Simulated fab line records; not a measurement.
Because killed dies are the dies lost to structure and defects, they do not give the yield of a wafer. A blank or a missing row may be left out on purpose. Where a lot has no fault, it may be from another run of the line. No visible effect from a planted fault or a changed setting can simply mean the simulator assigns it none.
Matching of chambers -- flow n5 finfet -- 4 sister chambers for N5_BEOL_M2_ETCH_69 on rie diel-06
The step etches SiARC in CF4, target depth 15.6 nm, time 26 s. 4 wafers are shown with their chamber, then 8 later ones without.

## WAFERS, EACH WITH ITS CHAMBER
wafer,chamber,showerhead plenum p Torr (Torr)
L081.1,2,2.18
L080.5,1,2.21
L080.6,0,2.09
L085.1,3,2.15

## WAFERS WHOSE CHAMBER IS MISSING
wafer,showerhead plenum p Torr (Torr)
L085.4,2.17
L085.5,2.09
L086.2,2.17
L086.5,2.15
L086.6,2.09
L093.2,2.20
L093.4,2.17
L093.5,2.20

## WHICH CHAMBER EACH WENT THROUGH
wafer,from the rows above,in truth
L085.4,can't be placed: 2 or 3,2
L085.5,0,0
L086.2,can't be placed: 2 or 3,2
L086.5,3,3
L086.6,0,0
L093.2,can't be placed: 1 or 2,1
L093.4,can't be placed: 2 or 3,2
L093.5,can't be placed: 1 or 2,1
Correct placement for 3 of the 8. These rows do not allow placing 5 (true chamber among the candidates in 5). 0 placed wrongly.
How it was worked out, from the rows above alone: a wafer's distance from a chamber is the root of the sum, over the readings, of the square of ((its reading less the chamber's mean) divided by the reading's scatter). If the next closest chamber is less than 2 further off than the closest, the wafer can't be placed; otherwise it belongs to the closest. Each chamber's mean is taken over the wafers shown for it. The scatter (one wafer shown for each chamber): square how far every hidden wafer sits from the nearest shown wafer, average those squares and take the square root.
